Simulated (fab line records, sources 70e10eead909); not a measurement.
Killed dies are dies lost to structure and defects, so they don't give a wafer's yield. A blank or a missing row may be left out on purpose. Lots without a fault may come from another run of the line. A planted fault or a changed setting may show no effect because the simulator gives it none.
Which tool did it? | flow nand_harc | 13 lots, 39 wafers sampled, at 3 steps of a route of 1302

WHAT THE GAUGES READ, wafer by wafer
NHARC_A_SLIT_CD_MEAS_09: target cd 300 nm.
lot  | measured     | on        | cd_nm (nm)
L120 | day 20 06:52 | cd_sem-03 | 300.0 300.5 300.9
L121 | day 20 10:34 | cd_sem-02 | 300.1 299.4 299.6
L123 | day 20 18:28 | cd_sem-01 | 300.5 301.0 301.2
L124 | day 22 05:51 | cd_sem-01 | 300.2 300.5 301.2
L126 | day 22 06:26 | cd_sem-03 | 299.3 300.2 299.8
L127 | day 23 21:55 | cd_sem-03 | 300.7 300.8 300.1
L132 | day 25 09:00 | cd_sem-03 | 299.2 299.2 299.7
L133 | day 25 21:37 | cd_sem-03 | 301.1 300.2 300.3
L137 | day 27 06:42 | cd_sem-01 | 299.5 300.1 300.4
L139 | day 28 03:00 | cd_sem-01 | 299.5 298.7 299.6
L138 | day 28 07:26 | cd_sem-03 | 300.4 301.2 300.0
L141 | day 29 04:17 | cd_sem-03 | 300.9 301.5 301.1
L142 | day 29 17:04 | cd_sem-02 | 299.7 298.5 299.7

NHARC_A_SLIT_OVL_MEAS_10.
lot  | measured     | on         | overlay_x_nm (nm) | overlay_y_nm (nm)
L120 | day 20 06:58 | overlay-02 | -0.2 -0.4 -0.4    | -0.9 -1.3 -1.2
L121 | day 20 10:39 | overlay-01 | 0.1 -0.4 0.2      | 0.0 -0.2 -0.8
L123 | day 20 18:33 | overlay-01 | -0.7 -0.8 -0.4    | -0.6 -0.4 -0.2
L124 | day 22 05:56 | overlay-02 | 0.9 1.1 0.6       | -0.8 -0.7 -0.7
L126 | day 22 06:31 | overlay-02 | -0.3 -0.2 -0.5    | -0.7 -0.3 -0.5
L127 | day 23 22:00 | overlay-01 | 0.1 0.1 0.4       | -2.1 -2.0 -1.5
L132 | day 25 09:05 | overlay-01 | 0.0 0.3 0.3       | 0.5 0.7 -0.2
L133 | day 25 21:43 | overlay-01 | 1.1 1.1 0.5       | 1.8 1.2 1.4
L137 | day 27 06:47 | overlay-02 | -0.7 -0.6 -0.3    | -0.7 -0.6 -1.0
L139 | day 28 03:05 | overlay-02 | -0.7 -0.6 -0.6    | 0.2 -0.2 0.1
L138 | day 28 07:31 | overlay-01 | -1.0 -1.8 -0.6    | -0.5 -0.8 -0.9
L141 | day 29 04:22 | overlay-02 | -0.5 -0.6 -0.3    | -1.0 -0.8 -0.8
L142 | day 29 17:10 | overlay-01 | 1.8 1.6 1.7       | 0.0 0.2 0.1

NHARC_A_SLIT_INSPECT_11.
lot  | measured     | on                | raw_defect_count
L120 | day 20 06:59 | defect_inspect-02 | 75 66 64
L121 | day 20 10:41 | defect_inspect-01 | 73 80 58
L123 | day 20 18:35 | defect_inspect-02 | 21 34 25
L124 | day 22 05:58 | defect_inspect-01 | 95 125 129
L126 | day 22 06:34 | defect_inspect-01 | 36 14 24
L127 | day 23 22:02 | defect_inspect-02 | 54 76 87
L132 | day 25 09:07 | defect_inspect-01 | 25 25 20
L133 | day 25 21:45 | defect_inspect-02 | 61 64 70
L137 | day 27 06:50 | defect_inspect-02 | 114 101 124
L139 | day 28 03:07 | defect_inspect-02 | 68 71 64
L138 | day 28 07:33 | defect_inspect-01 | 22 28 32
L141 | day 29 04:25 | defect_inspect-01 | 72 79 65
L142 | day 29 17:12 | defect_inspect-02 | 62 65 57

WHICH TOOL RAN EACH LOT (tool, then ch and the chambers of the sampled wafers, then the start)
The record holds no process step before these readings.

WHAT THE TOOLS THEMSELVES READ (means of the sampled wafers that have a number; where no wafer has one, the mark that the record gives instead)
The record holds no such reading with a usual standard deviation.

THE ANSWER, worked out from the rows above alone
Rule: what is usual is taken from the lots themselves. Put in order of their means at a reading, lots are off if they are a third of the lots or fewer, leave a main group of 4 or more, and stand apart from it by a gap of 3 or more times the standard deviation of the main group's means; of several such gaps the widest counts. A main group whose means are all the same, to the digits that the tables above print for the reading, isn't used. A lot without any number at a reading at which 4 lots or more have one is off too. The other lots that the step has rows for count as sound. The gauges are gone through in route order, then the tools' own readings, and for those a lot's mean is taken as printed above. The first step at which some lot is off is used, and at that step the reading that is off furthest; a lot without a number counts as furthest.
No lot is off at any reading shown: from this, nothing can be told.

WHAT THE SIMULATOR HAD PUT IN
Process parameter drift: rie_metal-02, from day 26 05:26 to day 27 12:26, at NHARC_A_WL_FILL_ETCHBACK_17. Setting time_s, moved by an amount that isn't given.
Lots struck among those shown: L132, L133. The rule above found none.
